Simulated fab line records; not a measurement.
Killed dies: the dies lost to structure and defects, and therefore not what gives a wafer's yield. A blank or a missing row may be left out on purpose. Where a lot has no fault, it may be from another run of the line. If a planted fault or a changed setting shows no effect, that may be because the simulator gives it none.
fab line records :: flow nand-harc
record:
  lots: 5
  wafers: 15
  last-day: 24
route steps=1159 shown THIN_TSV@1107
lots with no fault: from the same line, run without faults
start-h: hours from the record's opening day to when the first of the lot's shown wafers began :: wait-h: hours from the lot's prior step to this one :: " identical to the entry in the row above :: L1.1+2: a single row standing in for several wafers :: - value missing, or start not given :: * or withheld: withheld :: < > ~ a bound
route shown NAME@n: NAME is a module with steps in the file, n the number in the route of the first one :: usual: mean/standard deviation of fault-free wafers :: same: alike in all rows :: chamber/n: place in a boat :: sites: the reading at each site :: _std_site: the standard deviation of these :: _edge_site: the outer-site mean with the inner-site mean subtracted :: radius-mm: how far each site lies from the wafer's centre :: mask NAME#n: copy n :: behind: the most recent tool/chamber to have shaped the wafer :: hold: reason for holding the lot/hours on hold/outcome of the hold :: device: the transistor (n, p or np) that didn't switch :: end of line: tests of these same wafers at the route's end :: a step without rows: its recipe alone :: killed: count of dies lost to structure and defects at first sort (not the wafer's yield) :: map: shows each die of a wafer: x if killed, . if not, _ if none is there
set.NAME: the setting that was run; set.NAME@STEP: the one run at that earlier step :: model.NAME: the simulator's own value behind a step, which no gauge read
lots at some steps of the route; a table a step, a row a wafer
services: from which hour (start-h, from the record's first day; less than 0 if before it) a tool's chamber was out of use, for how many hours, and why
== steps ==
step: NHARC_THIN_TSV_DEP_43
recipe:
  target-thk-a: 13285
  temp-c: withheld
  pressure-torr: 6.5
  rf-w: 900
  teos-flow-sccm: 161.4
  flow-sccm: 2650
  target-thk-nm: 1328.5
  gas: O2
  material: SiO2
usual:
  throttle-valve-pct: 15.8/0.56
lot.wafer: L123.3
tool: pecvd-04
chamber: 2
start-h: 430.23
wait-h: -
throttle-valve-pct: 15.3

lot.wafer: L123.5
tool: pecvd-04
chamber: 0
start-h: 430.23
wait-h: -
throttle-valve-pct: 16.2

lot.wafer: L123.4
tool: pecvd-04
chamber: 2
start-h: 430.23
wait-h: -
throttle-valve-pct: 15.4

lot.wafer: L124.2
tool: pecvd-01
chamber: 0
start-h: 431.42
wait-h: -
throttle-valve-pct: 15.4

lot.wafer: L124.6
tool: pecvd-01
chamber: 2
start-h: 431.42
wait-h: -
throttle-valve-pct: 16.5

lot.wafer: L124.4
tool: pecvd-01
chamber: 0
start-h: 431.42
wait-h: -
throttle-valve-pct: 15.5

lot.wafer: L135.3
tool: pecvd-04
chamber: 0
start-h: 502.11
wait-h: -
throttle-valve-pct: 16.1

lot.wafer: L135.1
tool: pecvd-04
chamber: 1
start-h: 502.11
wait-h: -
throttle-valve-pct: 16.0

lot.wafer: L135.6
tool: pecvd-04
chamber: 0
start-h: 502.11
wait-h: -
throttle-valve-pct: 16.3

lot.wafer: L141.2
tool: pecvd-04
chamber: 1
start-h: 538.95
wait-h: -
throttle-valve-pct: 16.3

lot.wafer: L141.5
tool: pecvd-04
chamber: 2
start-h: 538.95
wait-h: -
throttle-valve-pct: 15.5

lot.wafer: L141.6
tool: pecvd-04
chamber: 0
start-h: 538.95
wait-h: -
throttle-valve-pct: 16.4

lot.wafer: L140.3
tool: pecvd-03
chamber: 0
start-h: 539.95
wait-h: -
throttle-valve-pct: 16.1

lot.wafer: L140.4
tool: pecvd-03
chamber: 1
start-h: 539.95
wait-h: -
throttle-valve-pct: 15.7

lot.wafer: L140.6
tool: pecvd-03
chamber: 2
start-h: 539.95
wait-h: -
throttle-valve-pct: 14.6
step: NHARC_THIN_TSV_DEHYDRATE_04
recipe:
  temp-c: 150
  time-s: 120
step: NHARC_THIN_TSV_HMDS_05
recipe:
  time-s: 30
step: NHARC_THIN_TSV_COAT_06
recipe:
  spin-rpm: *
step: NHARC_THIN_TSV_SOFTBAKE_07
recipe:
  temp-c: 122
  time-s: 95
step: NHARC_THIN_TSV_EBR_08
step: NHARC_THIN_TSV_EXPOSE_09
recipe:
  na: 0.55
  dose-mj: 30.7
  mask-id: TSV
step: NHARC_THIN_TSV_PEB_10
recipe:
  peb-temp-c: 118
  peb-time-s: 85
step: NHARC_THIN_TSV_DEVELOP_11
recipe:
  time-s: 70
step: NHARC_THIN_TSV_CD_MEAS_12
recipe:
  target-cd-nm: 1000
  landing-energy-ev: 500
usual:
  cd-nm: 1000.5/1.7
lot.wafer: L123.3
tool: cd-sem-02
chamber: 0
start-h: 430.98
wait-h: -
cd-nm: 1000.3

lot.wafer: L123.4
tool: cd-sem-02
chamber: 0
start-h: 430.98
wait-h: -
cd-nm: 1003.4

lot.wafer: L123.5
tool: cd-sem-02
chamber: 0
start-h: 430.98
wait-h: -
cd-nm: 1001.6

lot.wafer: L124.2
tool: cd-sem-03
chamber: 0
start-h: 432.07
wait-h: -
cd-nm: 1001.4

lot.wafer: L124.4
tool: cd-sem-03
chamber: 0
start-h: 432.07
wait-h: -
cd-nm: 1000.4

lot.wafer: L124.6
tool: cd-sem-03
chamber: 0
start-h: 432.07
wait-h: -
cd-nm: 997.4

lot.wafer: L135.1
tool: cd-sem-01
chamber: 0
start-h: 502.82
wait-h: -
cd-nm: 1000.7

lot.wafer: L135.3
tool: cd-sem-01
chamber: 0
start-h: 502.82
wait-h: -
cd-nm: 999.7

lot.wafer: L135.6
tool: cd-sem-01
chamber: 0
start-h: 502.82
wait-h: -
cd-nm: 1001.1

lot.wafer: L141.2
tool: cd-sem-02
chamber: 0
start-h: 539.71
wait-h: -
cd-nm: 1003.3

lot.wafer: L141.5
tool: cd-sem-02
chamber: 0
start-h: 539.71
wait-h: -
cd-nm: 998.0

lot.wafer: L141.6
tool: cd-sem-02
chamber: 0
start-h: 539.71
wait-h: -
cd-nm: 1001.2

lot.wafer: L140.3
tool: cd-sem-03
chamber: 0
start-h: 540.79
wait-h: -
cd-nm: 1004.2

lot.wafer: L140.4
tool: cd-sem-03
chamber: 0
start-h: 540.79
wait-h: -
cd-nm: 999.2

lot.wafer: L140.6
tool: cd-sem-03
chamber: 0
start-h: 540.79
wait-h: -
cd-nm: 999.5
step: NHARC_THIN_TSV_HARDBAKE_13
recipe:
  temp-c: 125
  time-s: 80
step: NHARC_THIN_TSV_DESCUM_14
recipe:
  time-s: 3
  o2-flow-sccm: 200
  ar-flow-sccm: 0
  bias-power-w: 0
  chemistry: O2
usual:
  drypump-motor-current-A: 5.7/0.31
  oes-product-au: 0.998/0.0097
  rf-vpp-V: 57.7/0.91
  showerhead-plenum-p-Torr: 1.90/0.098
  throttle-valve-pct: 11.311/0.0094
same:
  time-s: 3
lot.wafer: L123.4
tool: rie-diel-10
chamber: 2
start-h: 431.14
wait-h: -
drypump-motor-current-A: 6.3
oes-product-au: 0.987
rf-hours-counter-h: 5
rf-vpp-V: 59.1
showerhead-plenum-p-Torr: 2.05
throttle-valve-pct: 11.324

lot.wafer: L123.3
tool: rie-diel-10
chamber: 1
start-h: 431.14
wait-h: -
drypump-motor-current-A: 5.9
oes-product-au: 0.996
rf-hours-counter-h: 5
rf-vpp-V: 57.9
showerhead-plenum-p-Torr: 2.04
throttle-valve-pct: 11.310

lot.wafer: L123.5
tool: rie-diel-10
chamber: 3
start-h: 431.14
wait-h: -
drypump-motor-current-A: 5.2
oes-product-au: 0.989
rf-hours-counter-h: -
rf-vpp-V: 59.1
showerhead-plenum-p-Torr: 1.99
throttle-valve-pct: 11.315

lot.wafer: L124.2
tool: rie-diel-11
chamber: 0
start-h: 432.23
wait-h: -
drypump-motor-current-A: 5.5
oes-product-au: 0.989
rf-hours-counter-h: 7
rf-vpp-V: 57.3
showerhead-plenum-p-Torr: 1.80
throttle-valve-pct: 11.302

lot.wafer: L124.4
tool: rie-diel-11
chamber: 2
start-h: 432.23
wait-h: -
drypump-motor-current-A: 5.6
oes-product-au: 1.001
rf-hours-counter-h: 7
rf-vpp-V: 56.6
showerhead-plenum-p-Torr: 1.90
throttle-valve-pct: 11.309

lot.wafer: L124.6
tool: rie-diel-11
chamber: 0
start-h: 432.23
wait-h: -
drypump-motor-current-A: 5.5
oes-product-au: 0.986
rf-hours-counter-h: -
rf-vpp-V: 56.7
showerhead-plenum-p-Torr: 1.80
throttle-valve-pct: 11.337

lot.wafer: L135.1
tool: rie-diel-11
chamber: 1
start-h: 502.99
wait-h: -
drypump-motor-current-A: 6.2
oes-product-au: 0.996
rf-hours-counter-h: 15
rf-vpp-V: 58.2
showerhead-plenum-p-Torr: 1.86
throttle-valve-pct: 11.322

lot.wafer: L135.3
tool: rie-diel-11
chamber: 3
start-h: 502.99
wait-h: -
drypump-motor-current-A: 5.6
oes-product-au: 1.019
rf-hours-counter-h: 17
rf-vpp-V: 57.3
showerhead-plenum-p-Torr: 1.81
throttle-valve-pct: 11.312

lot.wafer: L135.6
tool: rie-diel-11
chamber: 0
start-h: 502.99
wait-h: -
drypump-motor-current-A: 5.5
oes-product-au: 0.998
rf-hours-counter-h: -
rf-vpp-V: 57.6
showerhead-plenum-p-Torr: 1.80
throttle-valve-pct: 11.292

lot.wafer: L141.2
tool: rie-diel-10
chamber: 3
start-h: 539.89
wait-h: -
drypump-motor-current-A: 5.2
oes-product-au: 1.003
rf-hours-counter-h: 0
rf-vpp-V: 57.9
showerhead-plenum-p-Torr: 1.99
throttle-valve-pct: 11.314

lot.wafer: L141.6
tool: rie-diel-10
chamber: 0
start-h: 539.89
wait-h: -
drypump-motor-current-A: 5.7
oes-product-au: 1.003
rf-hours-counter-h: -
rf-vpp-V: 58.3
showerhead-plenum-p-Torr: 1.83
throttle-valve-pct: 11.297

lot.wafer: L141.5
tool: rie-diel-10
chamber: 1
start-h: 539.89
wait-h: -
drypump-motor-current-A: 5.9
oes-product-au: 0.990
rf-hours-counter-h: -
rf-vpp-V: 59.3
showerhead-plenum-p-Torr: 2.04
throttle-valve-pct: 11.324

lot.wafer: L140.3
tool: rie-diel-10
chamber: 3
start-h: 540.96
wait-h: -
drypump-motor-current-A: 5.2
oes-product-au: 1.003
rf-hours-counter-h: 0
rf-vpp-V: 58.3
showerhead-plenum-p-Torr: 1.99
throttle-valve-pct: 11.320

lot.wafer: L140.4
tool: rie-diel-10
chamber: 0
start-h: 540.96
wait-h: -
drypump-motor-current-A: 5.7
oes-product-au: 1.013
rf-hours-counter-h: 0
rf-vpp-V: 57.2
showerhead-plenum-p-Torr: 1.83
throttle-valve-pct: 11.320

lot.wafer: L140.6
tool: rie-diel-10
chamber: 3
start-h: 540.96
wait-h: -
drypump-motor-current-A: 5.2
oes-product-au: 0.999
rf-hours-counter-h: -
rf-vpp-V: 60.2
showerhead-plenum-p-Torr: 1.99
throttle-valve-pct: 11.323
step: NHARC_THIN_TSV_ETCH_44
recipe:
  target-depth-a: 15942
  time-s: 797.1
  cf4-flow-sccm: 150
  o2-flow-sccm: 10
  ar-flow-sccm: 0
  rf-w: 300
  bias-w: 800
  chemistry: CF4/O2
usual:
  drypump-motor-current-A: 5.65/0.3
  oes-product-au: 0.999/0.0098
  rf-fwd-power-W: 299.5/0.88
  rf-vpp-V: 794/5.7
  showerhead-plenum-p-Torr: 1.83/0.09
  throttle-valve-pct: 16.913/0.0098
same:
  time-s: 797.1
lot.wafer: L123.4
tool: rie-diel-10
chamber: 2
start-h: 431.28
wait-h: 0.1
drypump-motor-current-A: 6.27
oes-product-au: 0.996
rf-fwd-power-W: 299.1
rf-hours-counter-h: 5
rf-vpp-V: 802
showerhead-plenum-p-Torr: 1.95
throttle-valve-pct: 16.913

lot.wafer: L123.3
tool: rie-diel-10
chamber: 3
start-h: 431.28
wait-h: 0.1
drypump-motor-current-A: 5.25
oes-product-au: 1.002
rf-fwd-power-W: 300.0
rf-hours-counter-h: 5
rf-vpp-V: 798
showerhead-plenum-p-Torr: 1.90
throttle-valve-pct: 16.909

lot.wafer: L123.5
tool: rie-diel-10
chamber: 2
start-h: 431.28
wait-h: 0.1
drypump-motor-current-A: 6.30
oes-product-au: 0.994
rf-fwd-power-W: 298.9
rf-hours-counter-h: -
rf-vpp-V: 802
showerhead-plenum-p-Torr: 1.95
throttle-valve-pct: 16.904

lot.wafer: L124.4
tool: rie-diel-11
chamber: 3
start-h: 432.31
wait-h: 0.1
drypump-motor-current-A: 5.67
oes-product-au: 1.013
rf-fwd-power-W: 300.5
rf-hours-counter-h: 8
rf-vpp-V: 789
showerhead-plenum-p-Torr: 1.74
throttle-valve-pct: 16.903

lot.wafer: L124.2
tool: rie-diel-11
chamber: 1
start-h: 432.31
wait-h: 0.1
drypump-motor-current-A: 6.14
oes-product-au: 1.006
rf-fwd-power-W: 297.5
rf-hours-counter-h: 7
rf-vpp-V: 792
showerhead-plenum-p-Torr: 1.79
throttle-valve-pct: 16.911

lot.wafer: L124.6
tool: rie-diel-11
chamber: 3
start-h: 432.31
wait-h: 0.1
drypump-motor-current-A: 5.68
oes-product-au: 1.006
rf-fwd-power-W: 301.1
rf-hours-counter-h: -
rf-vpp-V: 790
showerhead-plenum-p-Torr: 1.74
throttle-valve-pct: 16.926

lot.wafer: L135.1
tool: rie-diel-11
chamber: 1
start-h: 503.09
wait-h: 0.1
drypump-motor-current-A: 6.11
oes-product-au: 1.013
rf-fwd-power-W: 298.4
rf-hours-counter-h: 15
rf-vpp-V: 791
showerhead-plenum-p-Torr: 1.79
throttle-valve-pct: 16.918

lot.wafer: L135.3
tool: rie-diel-11
chamber: 0
start-h: 503.09
wait-h: 0.1
drypump-motor-current-A: 5.50
oes-product-au: 0.744
rf-fwd-power-W: 178.8
rf-hours-counter-h: 16
rf-vpp-V: 788
showerhead-plenum-p-Torr: 1.73
throttle-valve-pct: 16.905

lot.wafer: L135.6
tool: rie-diel-11
chamber: 1
start-h: 503.09
wait-h: 0.1
drypump-motor-current-A: 6.13
oes-product-au: 1.011
rf-fwd-power-W: 298.6
rf-hours-counter-h: -
rf-vpp-V: 791
showerhead-plenum-p-Torr: 1.79
throttle-valve-pct: 16.915

lot.wafer: L141.2
tool: rie-diel-10
chamber: 0
start-h: 540.01
wait-h: 0.1
drypump-motor-current-A: 5.65
oes-product-au: 1.013
rf-fwd-power-W: 299.8
rf-hours-counter-h: 0
rf-vpp-V: 791
showerhead-plenum-p-Torr: 1.75
throttle-valve-pct: 16.920

lot.wafer: L141.5
tool: rie-diel-10
chamber: 3
start-h: 540.01
wait-h: 0.1
drypump-motor-current-A: 5.24
oes-product-au: 1.000
rf-fwd-power-W: 297.8
rf-hours-counter-h: -
rf-vpp-V: 799
showerhead-plenum-p-Torr: 1.90
throttle-valve-pct: 16.899

lot.wafer: L141.6
tool: rie-diel-10
chamber: 0
start-h: 540.01
wait-h: 0.1
drypump-motor-current-A: 5.67
oes-product-au: 1.012
rf-fwd-power-W: 299.8
rf-hours-counter-h: -
rf-vpp-V: 788
showerhead-plenum-p-Torr: 1.75
throttle-valve-pct: 16.905

lot.wafer: L140.4
tool: rie-diel-10
chamber: 1
start-h: 541.04
wait-h: 0.1
drypump-motor-current-A: 5.92
oes-product-au: 0.991
rf-fwd-power-W: 300.2
rf-hours-counter-h: 0
rf-vpp-V: 801
showerhead-plenum-p-Torr: 1.94
throttle-valve-pct: 16.929

lot.wafer: L140.3
tool: rie-diel-10
chamber: 2
start-h: 541.04
wait-h: 0.1
drypump-motor-current-A: 6.28
oes-product-au: 1.004
rf-fwd-power-W: 300.4
rf-hours-counter-h: 0
rf-vpp-V: 804
showerhead-plenum-p-Torr: 1.95
throttle-valve-pct: 16.924

lot.wafer: L140.6
tool: rie-diel-10
chamber: 2
start-h: 541.04
wait-h: 0.1
drypump-motor-current-A: 6.32
oes-product-au: 0.993
rf-fwd-power-W: 300.8
rf-hours-counter-h: -
rf-vpp-V: 803
showerhead-plenum-p-Torr: 1.95
throttle-valve-pct: 16.923
step: NHARC_THIN_TSV_ETCH_15
recipe:
  target-depth-a: 30000
  bosch-target-overetch-cycles: 2
  bosch-etch-step-s: 2.8
  bosch-dep-step-s: 1.2
  bosch-cycles: 14
usual:
  drypump-motor-current-A: 5.7/0.43
lot.wafer: L123.4
tool: rie-si-05
chamber: 2
start-h: 431.80
wait-h: -
drypump-motor-current-A: 6.0
rf-hours-counter-h: 0.1

lot.wafer: L123.3
tool: rie-si-05
chamber: 1
start-h: 431.80
wait-h: -
drypump-motor-current-A: 5.8
rf-hours-counter-h: 0.0

lot.wafer: L123.5
tool: rie-si-05
chamber: 2
start-h: 431.80
wait-h: -
drypump-motor-current-A: 6.0
rf-hours-counter-h: -

lot.wafer: L124.2
tool: rie-si-01
chamber: 3
start-h: 432.88
wait-h: -
drypump-motor-current-A: 5.0
rf-hours-counter-h: 1.3

lot.wafer: L124.4
tool: rie-si-01
chamber: 1
start-h: 432.88
wait-h: -
drypump-motor-current-A: 5.7
rf-hours-counter-h: 1.0

lot.wafer: L124.6
tool: rie-si-01
chamber: 0
start-h: 432.88
wait-h: -
drypump-motor-current-A: 5.6
rf-hours-counter-h: -

lot.wafer: L135.3
tool: rie-si-04
chamber: 3
start-h: 503.67
wait-h: -
drypump-motor-current-A: 4.7
rf-hours-counter-h: 0.5

lot.wafer: L135.1
tool: rie-si-04
chamber: 1
start-h: 503.67
wait-h: -
drypump-motor-current-A: 5.8
rf-hours-counter-h: 0.4

lot.wafer: L135.6
tool: rie-si-04
chamber: 3
start-h: 503.67
wait-h: -
drypump-motor-current-A: 4.7
rf-hours-counter-h: -

lot.wafer: L141.2
tool: rie-si-01
chamber: 0
start-h: 540.55
wait-h: -
drypump-motor-current-A: 5.6
rf-hours-counter-h: 0.5

lot.wafer: L141.6
tool: rie-si-01
chamber: 2
start-h: 540.55
wait-h: -
drypump-motor-current-A: 5.6
rf-hours-counter-h: -

lot.wafer: L141.5
tool: rie-si-01
chamber: 3
start-h: 540.55
wait-h: -
drypump-motor-current-A: 5.1
rf-hours-counter-h: -

lot.wafer: L140.3
tool: rie-si-04
chamber: 2
start-h: 541.60
wait-h: -
drypump-motor-current-A: 5.5
rf-hours-counter-h: 0.9

lot.wafer: L140.4
tool: rie-si-04
chamber: 3
start-h: 541.60
wait-h: -
drypump-motor-current-A: 4.7
rf-hours-counter-h: 0.8

lot.wafer: L140.6
tool: rie-si-04
chamber: 2
start-h: 541.60
wait-h: -
drypump-motor-current-A: 5.6
rf-hours-counter-h: -
== services ==
tool: rie-diel-10
chamber: 0
start-h: 411.50
hours: -
kind: clean

tool: rie-diel-10
chamber: 1
start-h: 411.50
hours: -
kind: clean

tool: rie-diel-10
chamber: 2
start-h: 411.50
hours: -
kind: clean

tool: rie-diel-10
chamber: 3
start-h: 411.50
hours: -
kind: clean

tool: rie-si-05
chamber: -
start-h: 416.03
hours: 9.0
kind: pm

tool: pecvd-01
chamber: -
start-h: 418.18
hours: 13.0
kind: pm

tool: rie-diel-10
chamber: 0
start-h: 436.00
hours: -
kind: clean

tool: rie-diel-10
chamber: 1
start-h: 436.00
hours: -
kind: clean

tool: rie-diel-10
chamber: 2
start-h: 436.00
hours: -
kind: clean

tool: rie-diel-10
chamber: 3
start-h: 436.00
hours: -
kind: clean

tool: rie-diel-10
chamber: 3
start-h: 450.96
hours: 8.2
kind: repair

tool: rie-si-04
chamber: -
start-h: 453.00
hours: 9.0
kind: pm

tool: rie-diel-10
chamber: 0
start-h: 460.50
hours: -
kind: clean

tool: rie-diel-10
chamber: 1
start-h: 460.50
hours: -
kind: clean

tool: rie-diel-10
chamber: 2
start-h: 460.50
hours: -
kind: clean

tool: pecvd-03
chamber: -
start-h: 473.20
hours: 13.0
kind: pm

tool: rie-diel-10
chamber: 1
start-h: 477.99
hours: 6.5
kind: repair

tool: rie-si-01
chamber: -
start-h: 481.00
hours: 9.0
kind: pm

tool: pecvd-03
chamber: 1
start-h: 493.33
hours: 9.8
kind: repair

tool: pecvd-01
chamber: 0
start-h: 513.66
hours: 10.5
kind: repair

tool: rie-diel-11
chamber: 3
start-h: 515.69
hours: 4.0
kind: repair

tool: rie-diel-10
chamber: 2
start-h: 526.71
hours: 3.1
kind: repair

tool: rie-si-04
chamber: 1
start-h: 528.00
hours: 4.7
kind: repair

tool: rie-diel-10
chamber: -
start-h: 530.50
hours: 9.0
kind: pm
== key ==
first-sign:
  step: NHARC_THIN_TSV_ETCH_44
  reading: rf-fwd-power-W
  direction: down
  sigmas: 99+
  usual: *
  struck: *
effect:
  step: NHARC_THIN_TSV_ETCH_44
  reading: oes-product-au
  direction: down
  sigmas: 26
  usual: 0.999
  struck: 0.744
met-at NHARC_THIN_TSV_ETCH_44
struck-wafers L135.3
later-rows-left-out L135.3
sort-left-out L135.3
fault:
  kind: process-parameter-drift
  tool: rie-diel-11
  chamber: 0
  onset-h: 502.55
  steps: NHARC_THIN_TSV_ETCH_44
  channel: rf-w
  offset: *
  shape: step
  end-h: 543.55
  acts-in: *
  stated: *
sort-left-out: the simulated sort isn't trusted on such a fault, so these wafers' sort isn't shown, and their yield isn't known
later-rows-left-out: the simulator's readings of these wafers behind a module that went badly wrong aren't trusted and aren't shown, but for the sort
